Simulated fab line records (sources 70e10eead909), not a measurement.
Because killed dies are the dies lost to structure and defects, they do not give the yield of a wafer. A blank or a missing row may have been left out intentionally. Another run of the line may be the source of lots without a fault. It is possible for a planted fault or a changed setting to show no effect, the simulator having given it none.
Matching of chambers ; flow nand-harc ; ald-hk-03 running NHARC_A_CHANNEL_FILL_D1_ALD_02: 4 sister chambers
The step deposits SiO2, target thk 6 nm, pulse time 10 s, ald cycles 60. 8 wafers are shown with their chamber, then 8 later ones without.

== WAFERS, EACH WITH ITS CHAMBER ==
wafer;chamber;heater-power-w (W);precursor-pulse-height-rel
L083.4;0;466;0.989
L085.2;0;444;1.010
L087.2;2;475;0.988
L087.3;1;572;1.004
L088.2;2;476;1.015
L088.3;3;513;1.028
L088.6;3;517;1.003
L090.2;1;592;1.026

== WAFERS MISSING THEIR CHAMBER ==
wafer;heater-power-w (W);precursor-pulse-height-rel
L090.3;480;1.015
L090.6;603;0.994
L091.1;459;0.969
L091.3;468;0.996
L091.4;510;1.033
L092.1;597;0.987
L092.5;467;1.022
L092.6;601;1.014

== EACH ONE'S CHAMBER ==
wafer;from the rows above;in truth
L090.3;can't be placed: 2 or 0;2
L090.6;1;1
L091.1;can't be placed: 0 or 2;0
L091.3;can't be placed: 2 or 0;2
L091.4;3;3
L092.1;1;1
L092.5;can't be placed: 2 or 0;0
L092.6;1;1
4 of 8 placed correctly. Cannot be placed on the basis of these rows: 4; the candidates contain the true chamber in 4. Number placed wrongly: 0.
How it was worked out, from the rows above alone: a wafer's distance from a chamber is the root of the sum, over the readings, of the square of ((its reading less the chamber's mean) divided by the reading's scatter). If the next closest chamber is less than 2 further off than the closest, the wafer can't be placed; otherwise it belongs to the closest. For every chamber, the mean is computed from those of its wafers that are shown. How the scatter is found: for the shown wafers, subtract from each reading the mean of its chamber, square and add these, divide the total by (wafers less chambers), then take the root.
